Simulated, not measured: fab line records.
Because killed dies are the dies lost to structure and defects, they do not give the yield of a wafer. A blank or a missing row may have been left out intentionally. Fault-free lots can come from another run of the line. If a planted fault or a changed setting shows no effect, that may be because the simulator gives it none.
A lot that was struck, set against a sound lot -- flow nand_harc -- 5 out of 1159 route steps
Sound: these wafers, L535.1, L535.5, L535.6. Wafers L531.1, L531.5, L531.6 were the ones struck. The cause is given at the end.
Per side, at each step with rows, come the tool, then ch with its chambers, and then its first start. Under that, the readings that differ: sound wafers -- struck wafers -- difference of the means -- sigmas: that difference in standard deviations of wafers without a fault.
alike: readings whose means differ by less than 2 such deviations, and words and numbers that are the same on both sides. not compared: withheld readings, readings that some wafer has no value for, bounds like >300 that may hide the same value, and numbers for which the record gives no deviation and whose values overlap.
The two part at a step that has a row with sigmas, a row that says differs or no value, or rows on one side only. Numbers that have no deviation but don't overlap get no sigmas and don't part them. Lack of a reading on every wafer of one side parts them only where that side has two or more wafers.

NHARC_P_START_INSPECT_01:
  sound on defect_inspect-01, day 5 18:02; struck on defect_inspect-01, day 4 18:02
  alike: raw_defect_count
then, 2 steps without rows for these wafers: NHARC_P_ZERO_WELL_PRECLEAN_00 (cleans in SPM, time 600 s); NHARC_P_ZERO_WELL_SRD_01.
NHARC_P_ZERO_WELL_PECVD_02: deposits SiO2, target thk 10 nm.
  sound on pecvd-01 ch 0,1, day 5 18:28; struck on pecvd-04 ch 0,1,2, day 4 18:31
reading,sound,struck,difference,sigmas
chamber_pressure_Torr (Torr),6.497 6.508 6.505,- - -,no value on the struck wafers,
  not compared: since_wet_clean_h
then, 1 step without rows for these wafers: NHARC_P_ZERO_WELL_DEHYDRATE_03 (time 120 s).

WHERE THEY PART
NHARC_P_ZERO_WELL_PECVD_02 only, going by this record.

WHY: whatever the simulator had introduced
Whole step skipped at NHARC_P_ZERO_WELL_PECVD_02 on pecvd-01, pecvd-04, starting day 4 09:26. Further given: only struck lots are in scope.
